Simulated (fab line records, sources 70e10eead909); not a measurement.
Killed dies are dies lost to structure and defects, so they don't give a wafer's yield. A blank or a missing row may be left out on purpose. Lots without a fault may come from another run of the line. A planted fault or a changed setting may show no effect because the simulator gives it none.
Chamber matching | flow nand_harc | NHARC_A_CHANNEL_HOLE_D1_ETCH_44 on rie_diel-11: 4 sister chambers
The step etches the open film in CF4/O2, target depth 140 nm, overetch 14 nm, time 77 s. 4 wafers are shown with their chamber, then 8 later ones without.

WAFERS WITH THEIR CHAMBER
wafer  | chamber | drypump_motor_current_A (A)
L074.2 | 1       | 5.85
L093.2 | 0       | 5.81
L093.5 | 2       | 5.48
L095.1 | 3       | 5.57

WAFERS WITHOUT THEIR CHAMBER
wafer  | drypump_motor_current_A (A)
L095.4 | 5.86
L095.6 | 5.78
L096.1 | 5.87
L096.5 | 5.81
L096.6 | 5.53
L097.2 | 5.83
L097.4 | 5.51
L097.5 | 5.55

WHICH CHAMBER EACH WENT THROUGH
wafer  | from the rows above     | in truth
L095.4 | can't be placed: 1 or 0 | 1
L095.6 | can't be placed: 0 or 1 | 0
L096.1 | can't be placed: 1 or 0 | 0
L096.5 | can't be placed: 0 or 1 | 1
L096.6 | can't be placed: 3 or 2 | 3
L097.2 | can't be placed: 1 or 0 | 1
L097.4 | can't be placed: 2 or 3 | 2
L097.5 | 3                       | 3
Placed correctly: 1 of 8. Can't be placed from these rows: 7 (the true chamber is among the candidates in 7). Placed wrongly: 0.
How it was worked out, from the rows above alone: a wafer's distance from a chamber is the root of the sum, over the readings, of the square of ((its reading less the chamber's mean) divided by the reading's scatter). The wafer belongs to the nearest chamber; if the next one is less than 2 further off, it can't be placed. A chamber's mean is the mean of its shown wafers. The scatter: with one shown wafer a chamber, the root of the mean of the squares of how far each hidden wafer lies from its nearest shown one.
